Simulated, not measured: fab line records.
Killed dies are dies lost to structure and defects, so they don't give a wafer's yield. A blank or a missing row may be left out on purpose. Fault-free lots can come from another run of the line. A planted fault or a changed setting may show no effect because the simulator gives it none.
Comparing a struck lot with a sound one :: flow n5_finfet :: 21 steps out of a route of 1938
Sound: wafers L352.1, L352.4, L352.6. Struck: wafers L346.1, L346.5. (L346.3 of the same lot was not struck and is left out.) The cause comes at the end.
Order at every step that has rows: each side's tool, ch and its chambers, its first start. Under that, the readings that differ: sound wafers :: struck wafers :: difference of the means :: sigmas: that difference in standard deviations of wafers without a fault.
alike: same words and numbers on both sides, and readings whose means sit less than 2 such deviations apart. not compared: any withheld reading, any reading some wafer has no value for, any bound like >300 that may hide the same value, and any number with overlapping values for which the record gives no deviation.
Wherever a step has rows on one side only, a row that says differs or no value, or a row with sigmas, the two part there. Non-overlapping numbers with no deviation appear without sigmas and do not part them. Lack of a reading on every wafer of one side parts them only where that side has two or more wafers.

first, 9 steps without rows for these wafers: N5_FIN_CUT_COAT_02 (resist thk 30 nm); N5_FIN_CUT_EBR_04; N5_FIN_CUT_SOFTBAKE_03 (time 60 s); N5_FIN_CUT_EXPOSE_05 (exposes mask FIN CUT); N5_FIN_CUT_PEB_06 (peb time 60 s); N5_FIN_CUT_DEVELOP_07 (develop time 30 s); N5_FIN_CUT_DESCUM_13 (chemistry O2, time 7 s); N5_FIN_CUT_ETCH_30 (etches underlayer in N2/H2, target depth 13 nm, time 10.4 s); N5_FIN_CUT_ETCH_20 (etches SiARC in CF4, target depth 26 nm, time 43.3 s).
N5_FIN_CUT_ETCH_21: etches SOC in N2/H2, target depth 219 nm, overetch 43.8 nm, time 523.5 s.
  sound on rie_diel-03 ch 0,2, day 7 10:40; struck on rie_diel-02 ch 1, day 5 20:28
reading: drypump_motor_current_A (A)
sound: 6.3 6.2 6.2
struck: 5.4 5.4
difference: -0.8
sigmas: -2

reading: model.SiARC_of_FIN_CUT_COAT_19.thk_nm (nm)
sound: 11.4 10.8 10.8
struck: 7.6 7.6
difference: -3.4
sigmas: 

reading: model.FIN_CUT.cd_offset_nm (nm)
sound: -0.4 0.2 0.2
struck: 3 3.2
difference: +3
sigmas: 
  alike: chamber_pressure_mTorr, oes_product_au, rf_vpp_V, showerhead_plenum_p_Torr, throttle_valve_pct
  not compared: rf_hours_counter_h
then, 7 steps without rows for these wafers: N5_FIN_CUT_STRIP_23 (strips in N2/H2); N5_FIN_CUT_STRIP_31 (strips in N2/H2); N5_FIN_CUT_STRIP_24 (strips in CF4); N5_FIN_CUT_CUT_ETCH_26 (etches SiNx in CH3F/O2, target depth 39 nm, time 55.7 s); N5_FIN_CUT_CUT_ETCH_27 (etches SiO2 in CHF3/O2, target depth 4 nm, overetch 2 nm, time 4.9 s); N5_FIN_CUT_PRECLEAN_35 (cleans in vHF, time 13.3 s); N5_FIN_CUT_CUT_ETCH_15 (etches Si in HBr/Cl2/O2, target depth 100 nm, bt time 10 s, time 42.4 s).
N5_FIN_CUT_CUT_ETCH_28: etches Si in HBr/Cl2/O2, target depth 6 nm, time 2.4 s.
  sound on rie_si-05 ch 1,3, day 7 11:16; struck on rie_si-03 ch 1, day 5 21:04
reading: model.FIN_CUT.cd_offset_nm (nm)
sound: 0 0.4 0.4
struck: 2.4 2.8
difference: +2.3
sigmas: 
  alike: chamber_pressure_mTorr, drypump_motor_current_A, oes_product_au, throttle_valve_pct
  not compared: rf_hours_counter_h
then, 1 step without rows for these wafers: N5_FIN_CUT_STRIP_22 (strips in N2/H2).
-- here the record skips 8 days between the struck wafers' starts before and after, leaving off in module FIN_CUT and picking up in module BEOL_M4 (first step shown: number 1111 of the route) --
N5_BEOL_M4_RC_MEAS_101:
  sound on prober-01 ch 0, day 17 18:34; struck on prober-01 ch 0, day 14 05:09
  alike: DIBL_N, DIBL_P, IOFF_N, IOFF_P, ION_N, ION_P, SS_N, SS_P, VT_N, VT_P
-- record jumps: 4 days separate the struck wafers' starts on either side; left off in module BEOL_M4, taken up again in module PASSIVATION, whose first shown step is the route's number 1936 --
N5_PASSIVATION_PROBE_49:
  sound on prober-02 at day 22 04:38; struck on prober-02 at day 18 14:25
  alike: defect_limited_yield, killed_at_M0_to_M3, killed_at_M4_up, killed_at_contacts, killed_at_front_end, killed_at_other, killed_dies, killed_open, killed_short, sort_bin_5_function, sort_bin_6_memory, sort_n_pass, sort_yield_pct

WHERE THEY PART
Only at N5_FIN_CUT_ETCH_21, as far as this record shows. Later steps at which nothing parts them and some readings are alike: N5_FIN_CUT_CUT_ETCH_28, N5_BEOL_M4_RC_MEAS_101, N5_PASSIVATION_PROBE_49.

WHY: what the simulator had put in
rie_diel-02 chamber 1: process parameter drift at N5_FIN_CUT_ETCH_21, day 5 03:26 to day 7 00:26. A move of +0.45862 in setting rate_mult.
